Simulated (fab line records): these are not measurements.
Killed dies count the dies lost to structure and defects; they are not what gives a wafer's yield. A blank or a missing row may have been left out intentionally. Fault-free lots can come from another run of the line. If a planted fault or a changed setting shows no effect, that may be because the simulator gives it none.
Chamber matching + flow n5_finfet + N5_BEOL_M3_ETCH_64 on rie_diel-05: 4 sister chambers
The step etches SOC in N2/H2, target depth 75 nm, overetch 15 nm, time 112.5 s. 16 wafers are shown with their chamber, then 8 later ones without.

## WAFERS, EACH WITH ITS CHAMBER
| wafer  | chamber | throttle_valve_pct (%) | oes_product_au (a.u.) | showerhead_plenum_p_Torr (Torr) |
|--------|---------|------------------------|-----------------------|---------------------------------|
| L078.1 | 3       | 17.5                   | 0.55                  | 2.49                            |
| L078.2 | 2       | 17.4                   | 0.53                  | 2.60                            |
| L078.4 | 0       | 17.1                   | 0.70                  | 2.57                            |
| L080.1 | 0       | 17.1                   | 0.70                  | 2.57                            |
| L080.5 | 3       | 17.6                   | 0.54                  | 2.49                            |
| L080.6 | 0       | 17.1                   | 0.71                  | 2.57                            |
| L083.1 | 1       | 18.0                   | 0.55                  | 2.42                            |
| L083.2 | 0       | 17.1                   | 0.69                  | 2.57                            |
| L083.5 | 2       | 17.4                   | 0.52                  | 2.60                            |
| L087.3 | 2       | 17.4                   | 0.52                  | 2.60                            |
| L087.4 | 0       | 17.1                   | 0.68                  | 2.56                            |
| L087.6 | 3       | 17.1                   | 0.76                  | 2.49                            |
| L089.4 | 3       | 17.1                   | 0.74                  | 2.49                            |
| L089.5 | 2       | 17.4                   | 0.52                  | 2.59                            |
| L089.6 | 0       | 17.2                   | 0.68                  | 2.56                            |
| L091.1 | 1       | 17.6                   | 0.77                  | 2.73                            |

SIGNATURES (averages over the wafers above)
| reading                  | chamber 0 | chamber 1 | chamber 2 | chamber 3 | scatter within a chamber |
|--------------------------|-----------|-----------|-----------|-----------|--------------------------|
| throttle_valve_pct       | 17.117    | 17.800    | 17.400    | 17.325    | 0.157                    |
| oes_product_au           | 0.6933    | 0.6600    | 0.5225    | 0.6475    | 0.0749                   |
| showerhead_plenum_p_Torr | 2.5667    | 2.5750    | 2.5975    | 2.4900    | 0.0634                   |
Rule: for each reading, subtract the chamber's mean from the wafer's reading, divide by that reading's scatter and square the result; add these up over the readings and take the root, which gives the wafer's distance from the chamber. The wafer belongs to the nearest chamber; if the next one is less than 2 further off, it can't be placed. The scatter: take each reading less its chamber's mean, square it, sum over the shown wafers, divide by the number of wafers less the number of chambers, and take the root.

## WAFERS WITHOUT THEIR CHAMBER
| wafer  | throttle_valve_pct (%) | oes_product_au (a.u.) | showerhead_plenum_p_Torr (Torr) |
|--------|------------------------|-----------------------|---------------------------------|
| L091.4 | 17.2                   | 0.67                  | 2.56                            |
| L091.5 | 17.6                   | 0.77                  | 2.73                            |
| L094.1 | 17.1                   | 0.74                  | 2.48                            |
| L094.2 | 17.2                   | 0.67                  | 2.56                            |
| L094.6 | 17.1                   | 0.73                  | 2.48                            |
| L096.1 | 17.0                   | 0.77                  | 2.59                            |
| L096.2 | 17.2                   | 0.67                  | 2.56                            |
| L096.6 | 17.2                   | 0.67                  | 2.56                            |

## WHICH CHAMBER EACH ONE RAN IN
| wafer  | from the rows above               | in truth |
|--------|-----------------------------------|----------|
| L091.4 | can't be placed: 0 or 3 or 2      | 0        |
| L091.5 | can't be placed: 1 or 2 or 0 or 3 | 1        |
| L094.1 | can't be placed: 0 or 3           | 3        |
| L094.2 | can't be placed: 0 or 3 or 2      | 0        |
| L094.6 | can't be placed: 0 or 3           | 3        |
| L096.1 | can't be placed: 0 or 3           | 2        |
| L096.2 | can't be placed: 0 or 3 or 2      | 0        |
| L096.6 | can't be placed: 0 or 3 or 2      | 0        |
Correctly placed: 0 of 8. These rows do not allow placing 8 (true chamber among the candidates in 7). Placed wrongly: 0.
